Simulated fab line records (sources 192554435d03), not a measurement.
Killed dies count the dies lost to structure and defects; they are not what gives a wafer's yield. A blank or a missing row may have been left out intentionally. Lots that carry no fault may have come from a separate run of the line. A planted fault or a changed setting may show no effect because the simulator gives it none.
Struck lot and sound lot, side by side -- flow n5-finfet -- 43 out of 1938 route steps
Sound: wafers L583.2, L583.3, L583.5. Struck: wafers L590.4, L590.5, L590.6. The cause is given at the end.
Per side, at each step with rows, come the tool, then ch with its chambers, and then its first start. Under that, the readings that differ: sound wafers -- struck wafers -- difference of the means -- sigmas: that difference in standard deviations of wafers without a fault.
alike: words and numbers the same on both sides, and readings whose means are apart by under 2 such deviations; not compared: readings that were withheld, readings missing a value for some wafer, numbers with overlapping values and no deviation given by the record, and bounds like >300 which may hide the same value.
The two part at a step that has a row with sigmas, a row that says differs or no value, or rows on one side only. When numbers do not overlap yet have no deviation, they are printed without sigmas and do not part them. A reading missing from all wafers of one side parts the sides only when that side holds two or more wafers.

first, 1 step without rows for these wafers: N5_MOL_CONTACT_COAG_SRD_128 (dry time 32 s).
N5_MOL_CONTACT_COAG_CMP_52: polishes, stops on SiO2, t overpolish 1.5 s, target thk 66.5 nm.
  sound on cmp-03 ch 0,3, day 5 22:47; struck on cmp-02 ch 1,2, day 8 05:17
  alike: motor-current-A, overpolish-run-s, slurry-flow-ml-min, time-to-endpoint-s
N5_MOL_CONTACT_COAG_THK_MEAS_53:
  sound on film-metro-02, day 5 23:02; struck on film-metro-02, day 8 05:32
  alike: VIA_MOL_THK
N5_MOL_CONTACT_COAG_ANNEAL_112: time 1800 s.
  sound on hp-anneal-01 ch 0, day 5 23:04; struck on hp-anneal-01 ch 0, day 8 05:34
  alike: spike-tc-centre-C, wafer_temp_C_max
N5_MOL_CONTACT_COAG_INSPECT_97: inspects for defects (darkfield).
  sound on defect-inspect-01, day 6 02:07; struck on defect-inspect-02, day 8 08:39
  alike: raw-defect-count
then, 3 steps without rows for these wafers: N5_BEOL_M0_SAQP_PECVD_00 (deposits SiCN from 3MS/NH3, target thk 8 nm, time 14 s); N5_BEOL_M0_SAQP_ILD_DEP_01 (deposits SiOC from DEMS/O2, target thk 45.419 nm, time 8.7 s); N5_BEOL_M0_SAQP_HM_DEP_02 (deposits TiN, target thk 12 nm).
N5_BEOL_M0_SAQP_PECVD_03: deposits SiCN from 3MS/NH3, target thk 12 nm, time 21.1 s.
  sound on pecvd-03 ch 0,1,2, day 6 04:32; struck on pecvd-03 ch 0,1,2, day 8 09:23
  alike: chamber-pressure-Torr, rf-fwd-power-W, showerhead-plenum-p-Torr, throttle-valve-pct
then, 1 step without rows for these wafers: N5_BEOL_M0_SAQP_PECVD_96 (deposits a-Si from SiH4/He, target thk 45 nm, time 45.2 s).
N5_BEOL_M0_SAQP_PECVD_97: deposits SiNx from SiH4/NH3/N2, target thk 23 nm, time 19.9 s.
  sound on pecvd-03 ch 0,1,2, day 6 04:37; struck on pecvd-03 ch 0,1,2, day 8 09:28
  alike: chamber-pressure-Torr, heater-power-outer-w, heater-power-w, showerhead-plenum-p-Torr, throttle-valve-pct
N5_BEOL_M0_SAQP_PECVD_04: deposits a-Si from SiH4/He, target thk 60 nm, time 60.2 s.
  sound on pecvd-03 ch 0,1,2, day 6 04:39; struck on pecvd-03 ch 0,1,2, day 8 09:31
  no value came back on the struck wafers for any of 5 readings (chamber-pressure-Torr (Torr), heater-power-outer-w (W) and others); on the sound wafers chamber-pressure-Torr (Torr) reads 3.015 3.001 2.988
N5_BEOL_M0_SAQP_THK_MEAS_05:
  sound on film-metro-01, day 6 04:46; struck on film-metro-01, day 8 09:35
reading,sound,struck,difference,sigmas
thk-nm (nm),60.2 59.2 59.7,23.4 23.2 23.1,-36.5,-43
then, 9 steps without rows for these wafers: N5_BEOL_M0_SAQP_HM_DEP_111 (deposits SiO2 from SiH4/N2O, target thk 12 nm, time 7.2 s); N5_BEOL_M0_SAQP_COAT_81 (time 60 s, resist thk 100 nm); N5_BEOL_M0_SAQP_COAT_82 (time 60 s, resist thk 30 nm); N5_BEOL_M0_SAQP_COAT_08 (resist thk 90 nm); N5_BEOL_M0_SAQP_EBR_10; N5_BEOL_M0_SAQP_SOFTBAKE_09 (time 60 s); N5_BEOL_M0_SAQP_EXPOSE_11 (exposes mask M0 CORE, target cd 42 nm); N5_BEOL_M0_SAQP_PEB_12 (peb time 60 s); N5_BEOL_M0_SAQP_DEVELOP_13 (develop time 30 s).
N5_BEOL_M0_SAQP_CD_MEAS_14: the cd target is 42.5 nm.
  sound on cd-sem-03 ch 0, day 6 05:14; struck on cd-sem-02 ch 0, day 8 10:05
  alike: cd-nm
N5_BEOL_M0_SAQP_OVL_MEAS_15:
  sound on overlay-02 ch 0, day 6 05:16; struck on overlay-02 ch 0, day 8 10:06
  alike: M0_CORE_OVL
N5_BEOL_M0_SAQP_INSPECT_16: inspects for defects (brightfield).
  sound on defect-inspect-01, day 6 05:18; struck on defect-inspect-02, day 8 10:08
  alike: raw-defect-count
then, 1 step without rows for these wafers: N5_BEOL_M0_SAQP_DESCUM_19 (chemistry O2, time 7.9 s).
N5_BEOL_M0_SAQP_ETCH_83: etches SiARC in CF4, target depth 39 nm, time 65 s.
  sound on rie-diel-02 ch 0,2, day 6 05:22; struck on rie-diel-01 ch 0,3, day 8 10:14
reading,sound,struck,difference,sigmas
etch-rf-on-time-s (s),67.8 68.3 68.1,62.0 61.6 65.7,-5.0,-2
  alike: drypump-motor-current-A, oes-product-au, rf-vpp-V, showerhead-plenum-p-Torr, throttle-valve-pct
  not compared: rf-hours-counter-h
then, 4 steps without rows for these wafers: N5_BEOL_M0_SAQP_ETCH_84 (etches SOC in N2/H2, target depth 100 nm, overetch 20 nm, time 150 s); N5_BEOL_M0_SAQP_STRIP_80 (strips in N2/H2); N5_BEOL_M0_SAQP_HM_OPEN_112 (chemistry CHF3/O2, target SiO2, stops on a-Si, target depth 12 nm, time 13.5 s); N5_BEOL_M0_SAQP_STRIP_113 (strips in CHF3/O2).
N5_BEOL_M0_SAQP_MANDREL_ETCH_20: etches a-Si in HBr/Cl2, stops on SiNx, target depth 60 nm, bt time 10 s, time 30 s.
  sound on rie-si-06 ch 1,2, day 6 05:37; struck on rie-si-05 ch 0,1,3, day 8 10:31
reading,sound,struck,difference,sigmas
oes-product-au (a.u.),0.784 0.762 0.765,0.328 0.333 0.335,-0.438,-37
throttle-valve-pct (%),35.3 35.2 35.2,36.8 35.5 36.0,+0.9,+3
model.etch.depth-nm (nm),60.17 59.16 59.64,0 0 0,-60,
  alike: drypump-motor-current-A
  not compared: rf-hours-counter-h
then, 6 steps without rows for these wafers: N5_BEOL_M0_SAQP_STRIP_86 (strips in N2/H2); N5_BEOL_M0_SAQP_STRIP_115 (strips in post etch residue remover, time 60 s); N5_BEOL_M0_SAQP_SRD_93 (time 30 s); N5_BEOL_M0_SAQP_RECESS_114 (chemistry HF/NH3, target SiO2, target depth 14.4 nm, afs cycles 3, sublimation time 60 s); N5_BEOL_M0_SAQP_SPACER1_ALD_98 (deposits SiO2, target thk 12.8 nm, pulse time 1 s, purge time 2 s); N5_BEOL_M0_SAQP_SPACER1_ETCHBACK_99 (etches SiO2 in CHF3/O2, target depth 15.4 nm, time 7.7 s).
N5_BEOL_M0_SAQP_MANDREL1_REMOVE_100: chemistry HBr/Cl2/O2, target a-Si, stops on SiNx, bt time 10 s.
  sound on rie-si-06 ch 1,2,3, day 6 06:58; struck on rie-si-05 ch 0,1,3, day 8 11:41
reading,sound,struck,difference,sigmas
model.BEOL_M0_SAQP.cd-nm (nm),12.8 12.8 12.8,41.2 41.2 42.4,+28.8,
  alike: drypump-motor-current-A, oes-product-au, throttle-valve-pct
  not compared: rf-hours-counter-h
N5_BEOL_M0_SAQP_CD_MEAS_25: the cd target is 13.1 nm.
  sound on cd-sem-03 ch 0, day 6 07:04; struck on cd-sem-02 ch 0, day 8 11:46
reading,sound,struck,difference,sigmas
cd-nm (nm),12.41 13.02 12.47,- - -,no value on the struck wafers,
then, 1 step without rows for these wafers: N5_BEOL_M0_SAQP_ETCH_101 (etches SiNx in CH3F/O2, target depth 29.9 nm, time 42.7 s).
N5_BEOL_M0_SAQP_MANDREL2_REMOVE_110: chemistry HBr/Cl2/O2, target a-Si, stops on SiCN, bt time 10 s.
  sound on rie-si-03 ch 1,3, day 6 08:49; struck on rie-si-05 ch 0,1,3, day 8 13:26
reading,sound,struck,difference,sigmas
model.BEOL_M0_SAQP.cd-nm (nm),15.2 15 15.2,41 41.2 42.4,+26,
  alike: drypump-motor-current-A, oes-product-au, throttle-valve-pct
  not compared: rf-hours-counter-h
N5_BEOL_M4_RC_MEAS_101:
  the record has rows for the sound wafers here (prober-01 ch 0, day 9 06:04) and none for the struck ones

## WHERE THEY PART
At N5_BEOL_M0_SAQP_PECVD_04 first; at N5_BEOL_M4_RC_MEAS_101 last (within this record only).

WHY: what the simulator had put in
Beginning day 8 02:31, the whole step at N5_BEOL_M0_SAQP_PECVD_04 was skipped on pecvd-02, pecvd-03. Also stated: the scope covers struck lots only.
